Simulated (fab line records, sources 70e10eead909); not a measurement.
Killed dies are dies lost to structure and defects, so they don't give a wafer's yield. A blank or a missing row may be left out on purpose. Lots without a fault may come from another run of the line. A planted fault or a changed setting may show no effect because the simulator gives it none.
Chamber matching | flow nand_harc | NHARC_P_M1_DEP_33 on pecvd-02: 3 sister chambers
The step deposits SiCN, target thk 30 nm. 6 wafers are shown with their chamber, then 7 later ones without.

WAFERS WITH THEIR CHAMBER
wafer  | chamber | heater_power_w (W)
L088.5 | 1       | 601
L089.1 | 0       | 645
L089.4 | 1       | 720
L089.5 | 2       | 622
L090.3 | 2       | 664
L090.4 | 0       | 617

WAFERS WITHOUT THEIR CHAMBER
wafer  | heater_power_w (W)
L090.6 | 666
L093.2 | 627
L093.3 | 682
L093.5 | 631
L095.2 | 601
L095.5 | 647
L095.6 | 552

WHICH CHAMBER EACH WENT THROUGH
wafer  | from the rows above          | in truth
L090.6 | can't be placed: 1 or 2 or 0 | 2
L093.2 | can't be placed: 0 or 2 or 1 | 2
L093.3 | can't be placed: 1 or 2 or 0 | 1
L093.5 | can't be placed: 0 or 2 or 1 | 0
L095.2 | can't be placed: 0 or 2 or 1 | 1
L095.5 | can't be placed: 2 or 1 or 0 | 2
L095.6 | can't be placed: 0 or 2 or 1 | 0
Placed correctly: 0 of 7. Can't be placed from these rows: 7 (the true chamber is among the candidates in 7). Placed wrongly: 0.
How it was worked out, from the rows above alone: a wafer's distance from a chamber is the root of the sum, over the readings, of the square of ((its reading less the chamber's mean) divided by the reading's scatter). The wafer belongs to the nearest chamber; if the next one is less than 2 further off, it can't be placed. A chamber's mean is the mean of its shown wafers. The scatter: the root of (the sum of the squares of (reading less its chamber's mean) over the shown wafers, divided by (wafers less chambers)).
